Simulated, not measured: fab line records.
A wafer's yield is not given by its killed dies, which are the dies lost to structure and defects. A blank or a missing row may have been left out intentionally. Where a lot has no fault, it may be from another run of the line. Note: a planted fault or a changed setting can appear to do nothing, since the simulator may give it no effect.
The tool behind it: which one? || flow nandHarc || 45 wafers from 15 lots sampled at 4 of the route's 1159 steps

WHAT THE GAUGES READ, wafer by wafer
No reading from a measuring or inspecting step in the record can be judged against a usual standard deviation.

TOOL THAT RAN EACH LOT (tool first, then ch and the chambers of the sampled wafers, then the start)
{"lot": "L722", "NHARC_P_M0_ETCH_15": "rieDiel-07 ch 2,3, day 5 23:02 or earlier", "NHARC_P_M0_PVD_21": "pvdSputter-02, day 5 23:02 or earlier", "NHARC_P_M0_ANNEAL_30": "rtpAnneal-01 ch 0, day 5 23:02", "NHARC_P_M0_DEP_32": "pecvd-04 ch 0,1,2, day 6 00:10"}
{"lot": "L721", "NHARC_P_M0_ETCH_15": "rieDiel-09 ch 1,2, day 5 23:29 or earlier", "NHARC_P_M0_PVD_21": "pvdSputter-01, day 5 23:29 or earlier", "NHARC_P_M0_ANNEAL_30": "rtpAnneal-02 ch 0, day 5 23:29", "NHARC_P_M0_DEP_32": "pecvd-04 ch 0,2, day 6 00:28"}
{"lot": "L723", "NHARC_P_M0_ETCH_15": "rieDiel-02 ch 0,1,2, day 6 16:35 or earlier", "NHARC_P_M0_PVD_21": "pvdSputter-01, day 6 16:35 or earlier", "NHARC_P_M0_ANNEAL_30": "rtpAnneal-02 ch 0, day 6 16:35", "NHARC_P_M0_DEP_32": "pecvd-04 ch 0,2, day 6 17:37"}
{"lot": "L727", "NHARC_P_M0_ETCH_15": "rieDiel-07 ch 1,2,3, day 7 02:14 or earlier", "NHARC_P_M0_PVD_21": "pvdSputter-03, day 7 02:14 or earlier", "NHARC_P_M0_ANNEAL_30": "rtpAnneal-02 ch 0, day 7 02:14", "NHARC_P_M0_DEP_32": "pecvd-02 ch 1,2, day 7 03:13"}
{"lot": "L726", "NHARC_P_M0_ETCH_15": "rieDiel-09 ch 0,1,2, day 7 03:56 or earlier", "NHARC_P_M0_PVD_21": "pvdSputter-03, day 7 03:56 or earlier", "NHARC_P_M0_ANNEAL_30": "rtpAnneal-01 ch 0, day 7 03:56", "NHARC_P_M0_DEP_32": "pecvd-02 ch 0,2, day 7 04:56"}
{"lot": "L728", "NHARC_P_M0_ETCH_15": "rieDiel-07 ch 0,2,3, day 7 18:01 or earlier", "NHARC_P_M0_PVD_21": "pvdSputter-03, day 7 18:01 or earlier", "NHARC_P_M0_ANNEAL_30": "rtpAnneal-02 ch 0, day 7 18:01", "NHARC_P_M0_DEP_32": "pecvd-04 ch 0,1, day 7 18:58"}
{"lot": "L729", "NHARC_P_M0_ETCH_15": "rieDiel-02 ch 2,3, day 8 02:07 or earlier", "NHARC_P_M0_PVD_21": "pvdSputter-03, day 8 02:07 or earlier", "NHARC_P_M0_ANNEAL_30": "rtpAnneal-01 ch 0, day 8 02:07", "NHARC_P_M0_DEP_32": "pecvd-03 ch 1,2, day 8 03:08"}
{"lot": "L730", "NHARC_P_M0_ETCH_15": "rieDiel-07 ch 0,1,3, day 8 02:50 or earlier", "NHARC_P_M0_PVD_21": "pvdSputter-03, day 8 02:50 or earlier", "NHARC_P_M0_ANNEAL_30": "rtpAnneal-01 ch 0, day 8 02:50", "NHARC_P_M0_DEP_32": "pecvd-02 ch 0,1, day 8 04:01"}
{"lot": "L731", "NHARC_P_M0_ETCH_15": "rieDiel-02 ch 1,2, day 8 10:58 or earlier", "NHARC_P_M0_PVD_21": "pvdSputter-02, day 8 10:58 or earlier", "NHARC_P_M0_ANNEAL_30": "rtpAnneal-02 ch 0, day 8 10:58", "NHARC_P_M0_DEP_32": "pecvd-03 ch 0,1,2, day 8 11:58"}
{"lot": "L739", "NHARC_P_M0_ETCH_15": "rieDiel-09 ch 0,1,3, day 10 14:21 or earlier", "NHARC_P_M0_PVD_21": "pvdSputter-03, day 10 14:21 or earlier", "NHARC_P_M0_ANNEAL_30": "rtpAnneal-02 ch 0, day 10 14:21", "NHARC_P_M0_DEP_32": "pecvd-04 ch 0,1,2, day 10 15:18"}
{"lot": "L740", "NHARC_P_M0_ETCH_15": "rieDiel-09 ch 1,2,3, day 10 21:29 or earlier", "NHARC_P_M0_PVD_21": "pvdSputter-03, day 10 21:29 or earlier", "NHARC_P_M0_ANNEAL_30": "rtpAnneal-02 ch 0, day 10 21:29", "NHARC_P_M0_DEP_32": "pecvd-02 ch 0,1, day 10 22:32"}
{"lot": "L741", "NHARC_P_M0_ETCH_15": "rieDiel-02 ch 0,2, day 10 22:54 or earlier", "NHARC_P_M0_PVD_21": "pvdSputter-02, day 10 22:54 or earlier", "NHARC_P_M0_ANNEAL_30": "rtpAnneal-02 ch 0, day 10 22:54", "NHARC_P_M0_DEP_32": "pecvd-04 ch 0,1,2, day 11 00:14"}
{"lot": "L742", "NHARC_P_M0_ETCH_15": "rieDiel-07 ch 0,1,3, day 11 02:20 or earlier", "NHARC_P_M0_PVD_21": "pvdSputter-02, day 11 02:20 or earlier", "NHARC_P_M0_ANNEAL_30": "rtpAnneal-02 ch 0, day 11 02:20", "NHARC_P_M0_DEP_32": "pecvd-02 ch 0,1,2, day 11 03:28"}
{"lot": "L743", "NHARC_P_M0_ETCH_15": "rieDiel-07 ch 1,3, day 11 11:17 or earlier", "NHARC_P_M0_PVD_21": "pvdSputter-02, day 11 11:17 or earlier", "NHARC_P_M0_ANNEAL_30": "rtpAnneal-02 ch 0, day 11 11:17", "NHARC_P_M0_DEP_32": "pecvd-04 ch 0,2, day 11 12:19"}
{"lot": "L744", "NHARC_P_M0_ETCH_15": "rieDiel-07 ch 0,3, day 11 19:19 or earlier", "NHARC_P_M0_PVD_21": "pvdSputter-01, day 11 19:19 or earlier", "NHARC_P_M0_ANNEAL_30": "rtpAnneal-02 ch 0, day 11 19:19", "NHARC_P_M0_DEP_32": "pecvd-04 ch 0,2, day 11 20:22"}
- NHARC_P_M0_ETCH_15: etches the open film in C4F8/Ar, target depth 150 nm, overetch 15 nm, time 82.5 s.
- NHARC_P_M0_PVD_21: deposits Cu, target thk 30 nm, time 20.49 s.
- NHARC_P_M0_ANNEAL_30: time 90 s.
- NHARC_P_M0_DEP_32: deposits SiCN, target thk 30 nm.

AS READ BY THE TOOLS THEMSELVES (means over the sampled wafers that have a number; for cases with no such wafer, the mark the record gives instead)
NHARC_P_M0_ETCH_15.
{"lot": "L722", "tool": "rieDiel-07", "oesProductAu (a.u.)": 0.952, "rfVppV (V)": 439.4}
{"lot": "L721", "tool": "rieDiel-09", "oesProductAu (a.u.)": 0.958, "rfVppV (V)": 443.4}
{"lot": "L723", "tool": "rieDiel-02", "oesProductAu (a.u.)": 0.923, "rfVppV (V)": 439.1}
{"lot": "L727", "tool": "rieDiel-07", "oesProductAu (a.u.)": 0.967, "rfVppV (V)": 441.3}
{"lot": "L726", "tool": "rieDiel-09", "oesProductAu (a.u.)": 0.964, "rfVppV (V)": 442.7}
{"lot": "L728", "tool": "rieDiel-07", "oesProductAu (a.u.)": 0.934, "rfVppV (V)": 438.9}
{"lot": "L729", "tool": "rieDiel-02", "oesProductAu (a.u.)": 0.973, "rfVppV (V)": 441.3}
{"lot": "L730", "tool": "rieDiel-07", "oesProductAu (a.u.)": 0.968, "rfVppV (V)": 440.6}
{"lot": "L731", "tool": "rieDiel-02", "oesProductAu (a.u.)": 0.973, "rfVppV (V)": 439.4}
{"lot": "L739", "tool": "rieDiel-09", "oesProductAu (a.u.)": 0.923, "rfVppV (V)": 439.9}
{"lot": "L740", "tool": "rieDiel-09", "oesProductAu (a.u.)": 0.923, "rfVppV (V)": 442.4}
{"lot": "L741", "tool": "rieDiel-02", "oesProductAu (a.u.)": 0.954, "rfVppV (V)": 442.3}
{"lot": "L742", "tool": "rieDiel-07", "oesProductAu (a.u.)": 0.975, "rfVppV (V)": 440.4}
{"lot": "L743", "tool": "rieDiel-07", "oesProductAu (a.u.)": 0.962, "rfVppV (V)": 439.9}
{"lot": "L744", "tool": "rieDiel-07", "oesProductAu (a.u.)": 0.976, "rfVppV (V)": 437.6}

NHARC_P_M0_PVD_21.
{"lot": "L722", "tool": "pvdSputter-02", "throttleValvePct (%)": 30.2}
{"lot": "L721", "tool": "pvdSputter-01", "throttleValvePct (%)": 30.4}
{"lot": "L723", "tool": "pvdSputter-01", "throttleValvePct (%)": 31.1}
{"lot": "L727", "tool": "pvdSputter-03", "throttleValvePct (%)": 29.4}
{"lot": "L726", "tool": "pvdSputter-03", "throttleValvePct (%)": 28.3}
{"lot": "L728", "tool": "pvdSputter-03", "throttleValvePct (%)": 30.2}
{"lot": "L729", "tool": "pvdSputter-03", "throttleValvePct (%)": 28.6}
{"lot": "L730", "tool": "pvdSputter-03", "throttleValvePct (%)": 30.2}
{"lot": "L731", "tool": "pvdSputter-02", "throttleValvePct (%)": 30.3}
{"lot": "L739", "tool": "pvdSputter-03", "throttleValvePct (%)": 29.3}
{"lot": "L740", "tool": "pvdSputter-03", "throttleValvePct (%)": 29.3}
{"lot": "L741", "tool": "pvdSputter-02", "throttleValvePct (%)": 30.7}
{"lot": "L742", "tool": "pvdSputter-02", "throttleValvePct (%)": 29.9}
{"lot": "L743", "tool": "pvdSputter-02", "throttleValvePct (%)": 30.4}
{"lot": "L744", "tool": "pvdSputter-01", "throttleValvePct (%)": 30.6}

NHARC_P_M0_ANNEAL_30.
{"lot": "L722", "tool": "rtpAnneal-01", "wafer_temp_C_max": 225.74}
{"lot": "L721", "tool": "rtpAnneal-02", "wafer_temp_C_max": 225.80}
{"lot": "L723", "tool": "rtpAnneal-02", "wafer_temp_C_max": 226.02}
{"lot": "L727", "tool": "rtpAnneal-02", "wafer_temp_C_max": 225.93}
{"lot": "L726", "tool": "rtpAnneal-01", "wafer_temp_C_max": 225.74}
{"lot": "L728", "tool": "rtpAnneal-02", "wafer_temp_C_max": 226.15}
{"lot": "L729", "tool": "rtpAnneal-01", "wafer_temp_C_max": 226.02}
{"lot": "L730", "tool": "rtpAnneal-01", "wafer_temp_C_max": 226.21}
{"lot": "L731", "tool": "rtpAnneal-02", "wafer_temp_C_max": 225.78}
{"lot": "L739", "tool": "rtpAnneal-02", "wafer_temp_C_max": 225.81}
{"lot": "L740", "tool": "rtpAnneal-02", "wafer_temp_C_max": 225.74}
{"lot": "L741", "tool": "rtpAnneal-02", "wafer_temp_C_max": 225.93}
{"lot": "L742", "tool": "rtpAnneal-02", "wafer_temp_C_max": 226.14}
{"lot": "L743", "tool": "rtpAnneal-02", "wafer_temp_C_max": 226.05}
{"lot": "L744", "tool": "rtpAnneal-02", "wafer_temp_C_max": 226.04}

NHARC_P_M0_DEP_32.
{"lot": "L722", "tool": "pecvd-04", "chamberPressureTorr (Torr)": 3.006, "heaterPowerOuterW (W)": 314, "heaterPowerW (W)": 558}
{"lot": "L721", "tool": "pecvd-04", "chamberPressureTorr (Torr)": 3.002, "heaterPowerOuterW (W)": 320, "heaterPowerW (W)": 552}
{"lot": "L723", "tool": "pecvd-04", "chamberPressureTorr (Torr)": 2.991, "heaterPowerOuterW (W)": 298, "heaterPowerW (W)": 551}
{"lot": "L727", "tool": "pecvd-02", "chamberPressureTorr (Torr)": 3.013, "heaterPowerOuterW (W)": 341, "heaterPowerW (W)": 622}
{"lot": "L726", "tool": "pecvd-02", "chamberPressureTorr (Torr)": 3.000, "heaterPowerOuterW (W)": 372, "heaterPowerW (W)": 662}
{"lot": "L728", "tool": "pecvd-04", "chamberPressureTorr (Torr)": 3.000, "heaterPowerOuterW (W)": 305, "heaterPowerW (W)": 548}
{"lot": "L729", "tool": "pecvd-03", "chamberPressureTorr (Torr)": "-", "heaterPowerOuterW (W)": "-", "heaterPowerW (W)": "-"}
{"lot": "L730", "tool": "pecvd-02", "chamberPressureTorr (Torr)": "-", "heaterPowerOuterW (W)": "-", "heaterPowerW (W)": "-"}
{"lot": "L731", "tool": "pecvd-03", "chamberPressureTorr (Torr)": "-", "heaterPowerOuterW (W)": "-", "heaterPowerW (W)": "-"}
{"lot": "L739", "tool": "pecvd-04", "chamberPressureTorr (Torr)": 3.001, "heaterPowerOuterW (W)": 305, "heaterPowerW (W)": 561}
{"lot": "L740", "tool": "pecvd-02", "chamberPressureTorr (Torr)": 3.010, "heaterPowerOuterW (W)": 382, "heaterPowerW (W)": 638}
{"lot": "L741", "tool": "pecvd-04", "chamberPressureTorr (Torr)": 2.997, "heaterPowerOuterW (W)": 310, "heaterPowerW (W)": 552}
{"lot": "L742", "tool": "pecvd-02", "chamberPressureTorr (Torr)": 3.005, "heaterPowerOuterW (W)": 402, "heaterPowerW (W)": 709}
{"lot": "L743", "tool": "pecvd-04", "chamberPressureTorr (Torr)": 2.989, "heaterPowerOuterW (W)": 309, "heaterPowerW (W)": 548}
{"lot": "L744", "tool": "pecvd-04", "chamberPressureTorr (Torr)": 3.004, "heaterPowerOuterW (W)": 328, "heaterPowerW (W)": 572}

THE ANSWER, worked out from the rows above alone
Rule: what is usual is taken from the lots themselves. The widest of any qualifying gaps counts: lots, ordered by their means at a reading, are off when they make up no more than a third of the lots, leave a main group of 4 or more, and stand apart from it by 3 or more times the standard deviation of that group's means. A main group whose means are all the same, to the digits that the tables above print for the reading, isn't used. Also off: a lot with no number at a reading for which 4 or more lots have one. Any other lot the step has rows for is counted as sound. First the gauges in route order, then the tools' own readings, where a lot's mean is used as printed above. At the first step where some lot is off, the reading lying furthest off is the one used; lots without a number count as furthest.
Off: L729, L730, L731 (NHARC_P_M0_DEP_32, chamberPressureTorr). Without a number there: L729, L730, L731. The main group has a mean of 3.002 Torr with a standard deviation of 0.0067.
If a tool, at that step or one of the process steps before it, ran each lot that is off and ran no sound lot following the first of them, it fits. NHARC_P_M0_ETCH_15 gives no start for some lots, so the hours and the order of its lots are those of NHARC_P_M0_ANNEAL_30. NHARC_P_M0_PVD_21 gives no start for some lots, so the hours and the order of its lots are those of NHARC_P_M0_ANNEAL_30. Not one of the candidates tried fits.

WHAT THE SIMULATOR HAD INSERTED
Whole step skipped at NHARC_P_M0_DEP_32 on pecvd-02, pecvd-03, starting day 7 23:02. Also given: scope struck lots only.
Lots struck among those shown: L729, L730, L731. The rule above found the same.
